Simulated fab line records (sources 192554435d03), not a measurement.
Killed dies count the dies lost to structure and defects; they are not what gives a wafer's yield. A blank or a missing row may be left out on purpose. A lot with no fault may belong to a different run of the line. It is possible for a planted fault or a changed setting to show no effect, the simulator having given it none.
fab line records -- flow n5-finfet
[record] lots = 8, wafers = 24, last-day = 18
route steps=1938 shown BEOL_M4@1111 BEOL_M14@1746 PASSIVATION@1936
lots that met no fault: from a run of the same line without faults
start-h: hours from the record's opening day to when the first of the lot's shown wafers began -- wait-h: hours elapsed since this lot's preceding step -- " repeats the value in the row above -- L1.1+2: a row that stands for several wafers -- - no value, or no start given -- * or withheld: withheld -- < > ~ a bound
route shown NAME@n: names a module that has steps shown in the file, with the first one's number in the route -- usual: average and standard deviation across the fault-free wafers -- same: alike in all rows -- chamber/n: place in a boat -- sites: readings site by site -- _std_site: standard deviation across them -- _edge_site: the outer-site mean with the inner-site mean subtracted -- radius-mm: how far each site lies from the wafer's centre -- mask NAME#n: copy n -- behind: the tool/chamber that last shaped the wafer -- hold: the reason the lot was held/the length of the hold in hours/how it ended -- device: transistor that didn't switch, given as n, p or np -- end of line: the same wafers' tests at the end of the route -- step lacking rows: just its recipe -- killed: not the wafer's yield, but the dies lost to structure and defects at the first sort -- map: a wafer's dies, marking killed ones x, the rest . and places with no die _
set.NAME: the setting the step ran with; set.NAME@STEP: the setting that earlier step ran with -- model.NAME: the simulator's own value behind a step, which no gauge read
the route's steps for a sample of lots (tables are steps, rows are wafers)
services: from which hour (start-h, from the record's first day; less than 0 if before it) a tool's chamber was out of use, for how many hours, and why
[[steps]]
[step N5_BEOL_M4_RC_MEAS_101]
[usual] DIBL_N = 36.4/1.7, DIBL_P = 36.4/2.1, IOFF_N = 0.16/0.035, IOFF_P = 0.21/0.035, ION_N = 680/11, ION_P = 465/6.8, SS_N = 71.5/0.58, SS_P = 73.2/0.72, VT_N = 249/3.6, VT_P = -250/3.1
lot.wafer,tool,chamber,start-h,wait-h,DIBL_N[mV/V],DIBL_P[mV/V],IOFF_N[nA/um],IOFF_P[nA/um],ION_N[uA/um],ION_P[uA/um],SS_N[mV/dec],SS_P[mV/dec],VT_N[mV],VT_P[mV]
L994.1,prober-01,0,181.62,0.0,36.0,37.7,0.17,0.24,685,469,71.2,73.6,248,-250
L994.4,prober-01,0,181.62,0.0,35.2,36.5,0.16,0.22,686,471,71.3,73.5,249,-250
L994.5,prober-01,0,181.62,0.0,37.9,39.5,0.22,0.28,693,476,72.1,74.4,247,-246
L104.3,prober-01,0,247.19,0.3,35.3,34.5,0.14,0.18,679,463,71.1,72.3,250,-252
L104.4,prober-01,0,247.19,0.3,35.7,34.5,0.15,0.20,679,461,71.2,72.8,248,-249
L104.5,prober-01,0,247.19,0.3,36.4,34.9,0.16,0.20,678,459,71.6,73.1,247,-252
L105.2,prober-02,0,252.17,0.2,38.0,36.6,0.19,0.25,695,473,72.4,73.9,243,-244
L105.3,prober-02,0,252.17,0.2,34.5,33.9,0.13,0.21,676,473,70.4,72.5,250,-250
L105.5,prober-02,0,252.17,0.2,38.1,37.7,0.20,0.28,695,474,72.4,74.1,244,-244
L108.2,prober-01,0,268.61,0.2,34.6,35.4,0.13,0.18,671,468,69.9,72.8,252,-253
L108.3,prober-01,0,268.61,0.2,35.9,36.7,0.16,0.20,684,471,71.1,73.8,251,-252
L108.4,prober-01,0,268.61,0.2,36.6,36.7,0.17,0.19,684,466,71.0,73.2,253,-252
L111.1,prober-01,0,296.75,0.0,36.3,34.1,0.15,0.21,680,469,71.4,73.1,249,-249
L111.3,prober-01,0,296.75,0.0,38.7,36.9,0.20,0.25,689,472,72.1,73.9,247,-248
L111.5,prober-01,0,296.75,0.0,38.8,36.5,0.21,0.24,686,465,71.3,73.6,247,-248
L112.1,prober-01,0,302.39,0.0,36.7,38.0,0.19,0.23,681,460,71.7,73.4,245,-249
L112.4,prober-01,0,302.39,0.0,35.4,35.9,0.17,0.19,684,460,71.5,73.1,246,-253
L112.5,prober-01,0,302.39,0.0,35.4,36.5,0.18,0.19,690,466,71.6,73.5,248,-254
L114.1,prober-01,0,306.11,0.5,38.1,38.2,0.17,0.26,678,476,71.5,74.7,251,-248
L114.3,prober-01,0,306.11,0.5,36.0,34.8,0.14,0.20,674,470,71.9,72.7,252,-250
L114.4,prober-01,0,306.11,0.5,34.3,33.1,0.12,0.18,669,466,70.5,72.2,254,-251
L115.3,prober-01,0,309.77,0.3,36.0,36.2,0.16,0.23,678,470,71.7,72.8,248,-249
L115.5,prober-01,0,309.77,0.3,34.6,33.8,0.12,0.19,665,464,71.1,72.1,252,-251
L115.6,prober-01,0,309.77,0.3,38.6,39.1,0.21,0.28,692,469,72.3,74.4,247,-247
[step N5_BEOL_M14_CD_MEAS_28]
[recipe] target-cd-nm = 284.4, landing-energy-ev = 500, detector = se-inlens
[usual] cd-nm = 283.9/1.7
[same] landing-energy-ev = 500
lot.wafer,tool,chamber,start-h,wait-h,cd-nm
L994.1,cd-sem-01,0,258.61,-,285.1
L994.4,cd-sem-01,0,258.61,-,283.0
L994.5,cd-sem-01,0,258.61,-,283.5
L104.3,cd-sem-03,0,329.79,-,288.7
L104.4,cd-sem-03,0,329.79,-,282.8
L104.5,cd-sem-03,0,329.79,-,282.4
L105.2,cd-sem-03,0,335.89,-,283.4
L105.3,cd-sem-03,0,335.89,-,283.0
L105.5,cd-sem-03,0,335.89,-,283.5
L108.2,cd-sem-02,0,351.27,-,284.2
L108.3,cd-sem-02,0,351.27,-,285.2
L108.4,cd-sem-02,0,351.27,-,284.6
L111.1,cd-sem-03,0,379.87,-,286.6
L111.3,cd-sem-03,0,379.87,-,281.2
L111.5,cd-sem-03,0,379.87,-,283.1
L114.1,cd-sem-01,0,385.18,-,286.3
L114.3,cd-sem-01,0,385.18,-,281.0
L114.4,cd-sem-01,0,385.18,-,282.9
L112.1,cd-sem-03,0,385.95,-,281.9
L112.4,cd-sem-03,0,385.95,-,287.1
L112.5,cd-sem-03,0,385.95,-,283.2
L115.3,cd-sem-01,0,400.96,-,282.1
L115.5,cd-sem-01,0,400.96,-,281.8
L115.6,cd-sem-01,0,400.96,-,281.8
[step N5_BEOL_M14_DESCUM_33]
[recipe] chemistry = O2, time-s = 7.9, source-power-w = 50, bias-power-w = 20, pressure-mtorr = 20, rf-frequency-hz = 2.712e+07, temp-c = 40, o2-flow-sccm = 225
[usual] drypump-motor-current-A = 5.8/0.54, oes-product-au = 0.77/0.072, rf-vpp-V = 243.0/1.2, showerhead-plenum-p-Torr = 2.08/0.059, throttle-valve-pct = 20.53/0.23
lot.wafer,tool,chamber,start-h,wait-h,drypump-motor-current-A,oes-product-au,rf-hours-counter-h,rf-vpp-V,showerhead-plenum-p-Torr,throttle-valve-pct
L994.1,rie-diel-02,3,258.91,0.2,5.0,0.70,209,242.2,2.05,20.77
L994.4,rie-diel-02,1,258.91,0.2,6.6,0.71,194,242.2,2.07,20.69
L994.5,rie-diel-02,2,258.91,0.2,5.8,0.72,-,244.2,2.16,20.48
L104.3,rie-diel-02,1,329.90,0.1,6.6,0.69,220,244.5,2.06,20.71
L104.4,rie-diel-02,0,329.90,0.1,5.6,0.87,32,243.6,2.15,20.52
L104.5,rie-diel-02,1,329.90,0.1,6.6,0.69,-,243.7,2.06,20.74
L105.2,rie-diel-01,1,336.11,0.2,5.4,0.76,121,241.8,2.13,20.49
L105.3,rie-diel-01,2,336.11,0.2,5.1,0.74,144,239.9,2.02,20.53
L105.5,rie-diel-01,1,336.11,0.2,5.4,0.76,-,242.8,2.13,20.50
L108.2,rie-diel-01,0,351.44,0.1,5.3,0.80,103,243.3,2.11,20.47
L108.3,rie-diel-01,1,351.44,0.1,5.4,0.77,128,243.0,2.13,20.50
L108.4,rie-diel-01,2,351.44,0.1,5.1,0.74,151,242.9,2.02,20.54
L111.1,rie-diel-01,3,380.00,0.1,6.2,0.75,128,243.2,2.09,20.05
L111.3,rie-diel-01,1,380.00,0.1,5.4,0.75,137,243.1,2.12,20.53
L111.5,rie-diel-01,0,380.00,0.1,5.3,0.78,-,243.4,2.10,20.50
L114.1,rie-diel-01,1,385.27,0.0,5.5,0.75,139,243.5,2.12,20.51
L114.3,rie-diel-01,0,385.27,0.0,5.3,0.79,115,244.2,2.10,20.52
L114.4,rie-diel-01,3,385.27,0.0,6.2,0.75,130,242.5,2.09,20.04
L112.1,rie-diel-01,3,386.03,0.0,6.2,0.75,131,243.9,2.09,20.04
L112.4,rie-diel-01,0,386.03,0.0,5.3,0.79,115,242.3,2.10,20.51
L112.5,rie-diel-01,3,386.03,0.0,6.2,0.76,-,243.3,2.09,20.03
L115.3,rie-diel-01,2,401.04,0.0,5.1,0.73,168,240.8,2.01,20.58
L115.5,rie-diel-01,1,401.04,0.0,5.4,0.75,-,245.4,2.12,20.53
L115.6,rie-diel-01,0,401.04,0.0,5.3,0.79,-,242.8,2.10,20.53
[step N5_BEOL_M14_PRE_CLEAN_42]
[recipe] gas = H2/He, time-s = 30, temp-c = 300
[usual] heater-power-w = 468/43
lot.wafer,tool,chamber,start-h,wait-h,heater-power-w
L994.1,pvd-sputter-01,-,259.89,0.0,478
L994.4,pvd-sputter-01,-,259.89,0.0,449
L994.5,pvd-sputter-01,-,259.89,0.0,447
L104.3,pvd-sputter-03,-,332.72,0.0,484
L104.4,pvd-sputter-03,-,332.72,0.0,494
L104.5,pvd-sputter-03,-,332.72,0.0,483
L105.2,pvd-sputter-01,-,340.86,0.0,485
L105.3,pvd-sputter-01,-,340.86,0.0,441
L105.5,pvd-sputter-01,-,340.86,0.0,481
L108.2,pvd-sputter-03,-,354.82,0.0,381
L108.3,pvd-sputter-03,-,354.82,0.0,478
L108.4,pvd-sputter-03,-,354.82,0.0,484
L111.1,pvd-sputter-01,-,383.52,0.0,492
L111.3,pvd-sputter-01,-,383.52,0.0,441
L111.5,pvd-sputter-01,-,383.52,0.0,456
L114.1,pvd-sputter-03,-,386.49,0.0,481
L114.3,pvd-sputter-03,-,386.49,0.0,479
L114.4,pvd-sputter-03,-,386.49,0.0,380
L112.1,pvd-sputter-03,-,387.13,0.0,470
L112.4,pvd-sputter-03,-,387.13,0.0,501
L112.5,pvd-sputter-03,-,387.13,0.0,388
L115.3,pvd-sputter-01,-,403.61,0.0,506
L115.5,pvd-sputter-01,-,403.61,0.0,457
L115.6,pvd-sputter-01,-,403.61,0.0,486
[step N5_BEOL_M14_SPUTTER_45]
[recipe] material = Cu, target-thk-a = 1000, temp-c = -20, bias-v = 60, power-w = 26000, chamber-pressure-pa = 0.13, time-s = 16.67
[usual] bias-v = 60.0/0.61, cathode-dc-power-W = 26000/5.4, throttle-valve-pct = 29.3/1.1
lot.wafer,tool,chamber,start-h,wait-h,bias-v,cathode-dc-power-W,throttle-valve-pct
L994.1,pvd-sputter-01,-,260.09,0.0,59.9,26007,29.6
L994.4,pvd-sputter-01,-,260.09,0.0,59.7,25996,30.0
L994.5,pvd-sputter-01,-,260.09,0.0,60.4,25996,30.2
L104.3,pvd-sputter-03,-,332.92,0.0,-,-,-
L104.4,pvd-sputter-03,-,332.92,0.0,-,-,-
L104.5,pvd-sputter-03,-,332.92,0.0,-,-,-
L105.2,pvd-sputter-01,-,341.06,0.0,-,-,-
L105.3,pvd-sputter-01,-,341.06,0.0,-,-,-
L105.5,pvd-sputter-01,-,341.06,0.0,-,-,-
L108.2,pvd-sputter-03,-,355.02,0.0,59.6,26000,27.5
L108.3,pvd-sputter-03,-,355.02,0.0,60.1,26001,29.7
L108.4,pvd-sputter-03,-,355.02,0.0,60.6,25998,30.4
L111.1,pvd-sputter-01,-,383.72,0.0,60.4,25997,29.3
L111.3,pvd-sputter-01,-,383.72,0.0,59.2,25993,27.4
L111.5,pvd-sputter-01,-,383.72,0.0,59.4,26002,30.4
L114.1,pvd-sputter-03,-,386.69,0.0,59.7,25991,29.5
L114.3,pvd-sputter-03,-,386.69,0.0,60.1,25998,30.1
L114.4,pvd-sputter-03,-,386.69,0.0,60.0,25997,27.3
L112.1,pvd-sputter-03,-,387.33,0.0,61.1,25997,29.6
L112.4,pvd-sputter-03,-,387.33,0.0,59.0,26004,29.2
L112.5,pvd-sputter-03,-,387.33,0.0,60.2,26003,27.4
L115.3,pvd-sputter-01,-,403.81,0.0,61.1,26002,29.4
L115.5,pvd-sputter-01,-,403.81,0.0,60.2,26004,27.2
L115.6,pvd-sputter-01,-,403.81,0.0,60.0,26001,29.5
[step N5_BEOL_M14_CMP_49]
[recipe] stop-on = SiO2, t-overpolish-s = 5.2, down-force-psi = 2, platen-rpm = 80, clearing-platen-down-force-psi = 2, clearing-platen-rpm = 80, post-cmp-clean = cu-alkaline, target-thk-nm = 560, clearing-platen-pad-velocity-m-s = 1.5917, pad-velocity-m-s = 1.5917
[usual] motor-current-A = 7.9/0.8, slurry-filter-dp-kPa = 13.49/0.14, time-to-endpoint-s = 122/5.2
lot.wafer,tool,chamber,start-h,wait-h,motor-current-A,slurry-filter-dp-kPa,time-to-endpoint-s
L994.1,cmp-02,1,260.87,0.3,9.3,13.29,124
L994.4,cmp-02,2,260.87,0.3,9.3,13.31,120
L994.5,cmp-02,0,260.87,0.3,8.2,13.53,121
L104.3,cmp-04,0,334.87,0.2,7.8,13.36,4
L104.4,cmp-04,1,334.87,0.2,7.9,13.41,2
L104.5,cmp-04,0,334.87,0.2,8.3,13.63,5
L105.3,cmp-02,3,341.66,0.2,6.4,13.42,0
L105.2,cmp-02,0,341.66,0.2,8.1,13.50,3
L105.5,cmp-02,3,341.66,0.2,6.7,13.60,0
L108.3,cmp-03,0,356.09,0.2,6.9,13.52,114
L108.4,cmp-03,1,356.09,0.2,7.6,13.28,125
L108.2,cmp-03,2,356.09,0.2,7.3,13.37,122
L111.1,cmp-04,2,384.36,0.3,7.9,13.49,125
L111.3,cmp-04,0,384.36,0.3,8.2,13.29,124
L111.5,cmp-04,1,384.36,0.3,7.8,13.43,129
L114.1,cmp-04,3,387.29,0.3,7.9,13.46,123
L114.4,cmp-04,0,387.29,0.3,8.1,13.46,120
L114.3,cmp-04,2,387.29,0.3,8.0,13.40,125
L112.1,cmp-02,0,389.21,0.4,8.6,13.68,119
L112.4,cmp-02,2,389.21,0.4,9.0,13.70,114
L112.5,cmp-02,0,389.21,0.4,8.6,13.36,119
L115.3,cmp-02,0,404.94,0.3,8.2,13.67,114
L115.6,cmp-02,3,404.94,0.3,6.7,13.30,108
L115.5,cmp-02,0,404.94,0.3,8.5,13.68,116
[step N5_BEOL_M14_THK_MEAS_50]
[recipe] thk-meas-gauge = xrf, reads = Cu_of_BEOL_M14_ECD_47
[usual] M14_THK = 565/12
lot.wafer,tool,chamber,start-h,wait-h,M14_THK[nm]
L994.1,film-metro-02,-,261.09,-,588
L994.4,film-metro-02,-,261.09,-,581
L994.5,film-metro-02,-,261.09,-,581
L104.3,film-metro-01,-,335.13,-,-
L104.4,film-metro-01,-,335.13,-,-
L104.5,film-metro-01,-,335.13,-,-
L105.2,film-metro-01,-,341.96,-,-
L105.3,film-metro-01,-,341.96,-,-
L105.5,film-metro-01,-,341.96,-,-
L108.2,film-metro-01,-,356.38,-,561
L108.3,film-metro-01,-,356.38,-,555
L108.4,film-metro-01,-,356.38,-,553
L111.1,film-metro-01,-,384.62,-,557
L111.3,film-metro-01,-,384.62,-,563
L111.5,film-metro-01,-,384.62,-,552
L114.1,film-metro-01,-,387.59,-,565
L114.3,film-metro-01,-,387.59,-,565
L114.4,film-metro-01,-,387.59,-,551
L112.1,film-metro-01,-,389.51,-,564
L112.4,film-metro-01,-,389.51,-,565
L112.5,film-metro-01,-,389.51,-,559
L115.3,film-metro-01,-,405.20,-,553
L115.5,film-metro-01,-,405.20,-,559
L115.6,film-metro-01,-,405.20,-,554
[step N5_BEOL_M14_RS_MEAS_54]
[recipe] thk-meas-gauge = four-point-probe, reads = Cu_of_BEOL_M14_ECD_47+Ta_of_BEOL_M14_SPUTTER_44+TaN_of_BEOL_M14_SPUTTER_43
[usual] M14_RS = 0.0333/0.0006
lot.wafer,tool,chamber,start-h,wait-h,M14_RS[ohm/sq]
L994.1,film-metro-02,-,261.22,0.0,0.0325
L994.4,film-metro-02,-,261.22,0.0,0.0330
L994.5,film-metro-02,-,261.22,0.0,0.0328
L104.3,film-metro-02,-,335.26,0.1,32.548
L104.4,film-metro-02,-,335.26,0.1,32.529
L104.5,film-metro-02,-,335.26,0.1,32.828
L105.2,film-metro-01,-,342.09,0.1,32.637
L105.3,film-metro-01,-,342.09,0.1,32.751
L105.5,film-metro-01,-,342.09,0.1,32.423
L108.2,film-metro-01,-,356.51,0.1,0.0333
L108.3,film-metro-01,-,356.51,0.1,0.0335
L108.4,film-metro-01,-,356.51,0.1,0.0337
L111.1,film-metro-01,-,384.75,0.0,0.0338
L111.3,film-metro-01,-,384.75,0.0,0.0331
L111.5,film-metro-01,-,384.75,0.0,0.0338
L114.1,film-metro-02,-,387.71,0.0,0.0334
L114.3,film-metro-02,-,387.71,0.0,0.0334
L114.4,film-metro-02,-,387.71,0.0,0.0341
L112.1,film-metro-01,-,389.64,0.0,0.0338
L112.4,film-metro-01,-,389.64,0.0,0.0335
L112.5,film-metro-01,-,389.64,0.0,0.0340
L115.3,film-metro-01,-,405.33,0.1,0.0342
L115.5,film-metro-01,-,405.33,0.1,0.0337
L115.6,film-metro-01,-,405.33,0.1,0.0339
[step N5_PASSIVATION_PROBE_49]
[usual] defect-limited-yield = 91.3/1.4, killed_at_M0_to_M3 = 36/11, killed_at_M4_up = 13/5.2, killed-at-contacts = 13/6.5, killed-at-front-end = 37/11, killed-at-other = 3.6/2.9, killed-dies = 103/17, killed-on-rim = 13/3.6, killed-open = 68/12, killed-short = 33/7.3, sort_bin_5_function = 5.2/0.91, sort_bin_6_memory = 3.2/0.67, sort_bin_8_speed = 0.00/0.0099, sort-n-pass = 1077/17, sort-yield-pct = 91.3/1.4
[same] gross-dies = 1180, killed-at-back-side = 0, sort_bin_4_leakage[%] = 0
lot.wafer,tool,chamber,start-h,wait-h,defect-limited-yield[%],killed_at_M0_to_M3,killed_at_M4_up,killed-at-contacts,killed-at-front-end,killed-at-other,killed-dies,killed-on-rim,killed-open,killed-short,sort_bin_5_function[%],sort_bin_6_memory[%],sort_bin_8_speed[%],sort-n-pass,sort-yield-pct[%]
L104.3,prober-02,-,353.63,0.1,0,36,1084,5,52,3,1180,152,69,36,96.9,2.8,0,0,0
L104.4,prober-02,-,353.68,0.2,0,21,1092,8,56,3,1180,152,64,33,95.8,3.6,0,0,0
L104.5,prober-02,-,353.73,0.2,0,35,1085,13,45,2,1180,152,61,45,96.0,3.6,0,0,0
L105.2,prober-01,-,368.00,0.1,0,34,1096,6,42,2,1180,152,59,34,97.4,2.3,0,0,0
L105.3,prober-01,-,368.05,0.1,0,55,1076,9,36,4,1180,152,76,35,95.7,4.1,0,0,0
L105.5,prober-01,-,368.15,0.2,0,25,1106,4,41,4,1180,152,48,41,96.9,2.7,0,0,0
L108.2,prober-01,-,379.86,0.1,89.7,45,19,17,37,3,121,13,89,29,5.4,4.6,0,1059,89.7
L108.3,prober-01,-,379.91,0.1,92.3,38,5,5,38,5,91,7,55,36,5.2,1.9,0,1089,92.3
L108.4,prober-01,-,379.96,0.2,90.7,45,13,15,31,6,110,17,79,31,5.3,3.6,0,1070,90.7
L111.1,prober-02,-,404.31,0.0,92.0,35,14,17,27,1,94,17,59,32,4.7,3.0,0,1086,92.0
L111.3,prober-02,-,404.41,0.1,92.2,32,15,13,31,1,92,11,62,28,4.6,2.6,0,1088,92.2
L111.5,prober-02,-,404.51,0.2,91.4,48,11,13,29,1,102,13,67,32,5.5,3.1,0,1078,91.4
// killed by level:class
L104.3 BEOL_M14:area-sputter=562 BEOL_M14:area-ecd=509 STI_FIN_REVEAL:geometric-particle:open=14 BEOL_M3:geometric-particle:open=8 FIN_SAQP:geometric-particle:short=6 FIN_SAQP:geometric-particle:open=6 BEOL_M4:geometric-particle:open=6 BEOL_M2:geometric-particle:open=5
L104.4 BEOL_M14:area-ecd=565 BEOL_M14:area-sputter=515 FIN_SAQP:geometric-particle:short=14 STI_FIN_REVEAL:geometric-particle:open=8 DUMMY_GATE:geometric-particle:open=6 MOL_CONTACT_COAG:geometric-particle:open=6 FIN_SAQP:geometric-particle:open=5 BEOL_M2:geometric-particle:open=5
L104.5 BEOL_M14:area-ecd=539 BEOL_M14:area-sputter=530 MOL_CONTACT_COAG:geometric-particle:open=11 FIN_SAQP:geometric-particle:short=10 BEOL_M2:geometric-particle:short=8 FIN_SAQP:geometric-particle:open=7 STI_FIN_REVEAL:geometric-particle:open=7 BEOL_M0:geometric-particle:open=6
L105.2 BEOL_M14:area-sputter=564 BEOL_M14:area-ecd=521 FIN_SAQP:geometric-particle:open=9 FIN_SAQP:geometric-particle:short=9 BEOL_M1:geometric-particle:open=8 STI_FIN_REVEAL:geometric-particle:open=7 BEOL_M3:geometric-particle:open=6 MOL_CONTACT_COAG:geometric-particle:open=5
L105.3 BEOL_M14:area-sputter=550 BEOL_M14:area-ecd=511 BEOL_M1:geometric-particle:open=18 FIN_SAQP:geometric-particle:open=12 MOL_CONTACT_COAG:geometric-particle:open=8 BEOL_M1:geometric-particle:short=8 STI_FIN_REVEAL:geometric-particle:open=7 BEOL_M3:geometric-particle:open=7
L105.5 BEOL_M14:area-ecd=552 BEOL_M14:area-sputter=537 FIN_SAQP:geometric-particle:short=11 FIN_SAQP:geometric-particle:open=9 BEOL_M0_SAQP:geometric-particle:open=7 BEOL_M1:geometric-particle:open=6 BEOL_M0_SAQP:geometric-particle:short=5 STARTING-WAFER:geometric-particle:short=5
L108.2 MOL_CONTACT_COAG:geometric-particle:open=14 BEOL_M3:geometric-particle:open=12 DUMMY_GATE:geometric-particle:open=9 BEOL_M0:geometric-particle:open=9 BEOL_M4:geometric-particle:open=9 FIN_SAQP:geometric-particle:short=8 BEOL_M0_SAQP:geometric-particle:open=6 BEOL_M2:geometric-particle:open=6
L108.3 FIN_SAQP:geometric-particle:open=8 FIN_SAQP:geometric-particle:short=7 BEOL_M3:geometric-particle:open=7 STI_FIN_REVEAL:geometric-particle:open=6 BEOL_M0_SAQP:geometric-particle:short=5 BEOL_M1:geometric-particle:open=5 MOL_CONTACT_COAG:geometric-particle:open=4 BEOL_M0_SAQP:geometric-particle:open=4
L108.4 MOL_CONTACT_COAG:geometric-particle:open=14 BEOL_M2:geometric-particle:open=14 BEOL_M0_SAQP:geometric-particle:open=8 FIN_SAQP:geometric-particle:short=6 BEOL_M0:geometric-particle:open=5 BEOL_M1:geometric-particle:open=5 STARTING-WAFER:geometric-particle:open=5 FIN_SAQP:geometric-particle:open=4
L111.1 MOL_CONTACT_COAG:geometric-particle:open=15 FIN_SAQP:geometric-particle:short=7 BEOL_M0_SAQP:geometric-particle:open=7 FIN_SAQP:geometric-particle:open=6 BEOL_M0_SAQP:geometric-particle:short=6 BEOL_M1:geometric-particle:open=6 BEOL_M4:geometric-particle:open=6 BEOL_M3:geometric-particle:open=5
L111.3 BEOL_M1:geometric-particle:open=11 FIN_SAQP:geometric-particle:open=10 MOL_CONTACT_COAG:geometric-particle:open=8 BEOL_M2:geometric-particle:open=6 STI_FIN_REVEAL:geometric-particle:open=5 GATE_CUT:geometric-particle:short=5 MOL_CONTACT_COAG:geometric-particle:short=5 BEOL_M0_SAQP:geometric-particle:open=5
L111.5 BEOL_M2:geometric-particle:open=12 FIN_SAQP:geometric-particle:open=11 MOL_CONTACT_COAG:geometric-particle:open=10 BEOL_M0_SAQP:geometric-particle:short=10 BEOL_M1:geometric-particle:open=7 BEOL_M3:geometric-particle:open=7 BEOL_M0_SAQP:geometric-particle:open=6 FIN_SAQP:geometric-particle:short=4
[[services]]
tool,chamber,start-h,hours,kind
rie-diel-02,0,269.78,9.7,repair
rie-diel-01,-,271.78,1.1,repair
rie-diel-02,-,301.01,2.8,pm
pvd-sputter-01,-,306.96,5.3,repair
pvd-sputter-01,-,347.23,7.8,repair
pvd-sputter-01,-,365.53,1.5,repair
cmp-03,-,366.91,0.2,repair
cmp-02,-,368.43,4.0,pm
cmp-02,-,372.43,-,consumable-replace:conditioner
cmp-02,-,372.43,-,consumable-replace:pad
cmp-03,-,375.79,0.8,repair
rie-diel-02,3,375.83,-,clean
rie-diel-02,3,375.83,-,consumable-replace:focus-ring
rie-diel-02,3,375.83,22.7,scheduled-down
rie-diel-02,3,375.83,22.7,vent-cycle
rie-diel-02,1,377.66,3.6,repair
rie-diel-02,2,400.89,3.5,repair
[[key]]
[first-sign] step = N5_BEOL_M14_SPUTTER_45, reading = tool-record, direction = missing
[effect] step = N5_BEOL_M14_CMP_49, reading = time-to-endpoint-s, direction = down, sigmas = 23, usual = *, struck = *
[effect] step = N5_BEOL_M14_THK_MEAS_50, reading = M14_THK, direction = missing
[effect] step = N5_BEOL_M14_RS_MEAS_54, reading = M14_RS, direction = up, sigmas = 99+, usual = 0.0333, struck = 32.619
[effect] step = N5_PASSIVATION_PROBE_49, reading = killed_at_M4_up, direction = up, sigmas = 99+, usual = 13, struck = 1090
[more-kills-born-at] N5_BEOL_M14_SPUTTER_45@pvd-sputter-01 = 1651, N5_BEOL_M14_ECD_47@ecd-cu-01 = 1613, N5_BEOL_M14_SPUTTER_45@pvd-sputter-03 = 1607
met-at N5_BEOL_M14_SPUTTER_45
struck-lots L104,L105
later-rows-left-out L104.3,L104.4,L104.5,L105.2,L105.3,L105.5
not-acting-at N5_BEOL_M14_CD_MEAS_28,N5_BEOL_M14_DESCUM_33,N5_BEOL_M14_PRE_CLEAN_42
onset-between 260.09 332.92
[fault] kind = skipped-step-whole, tool = pvd-sputter-01,pvd-sputter-03, chamber = -, onset-h = 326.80, steps = N5_BEOL_M14_SPUTTER_45, scope = struck-lots-only
// later-rows-left-out: the simulator's readings of these wafers behind a module that went badly wrong aren't trusted and aren't shown, but for the sort
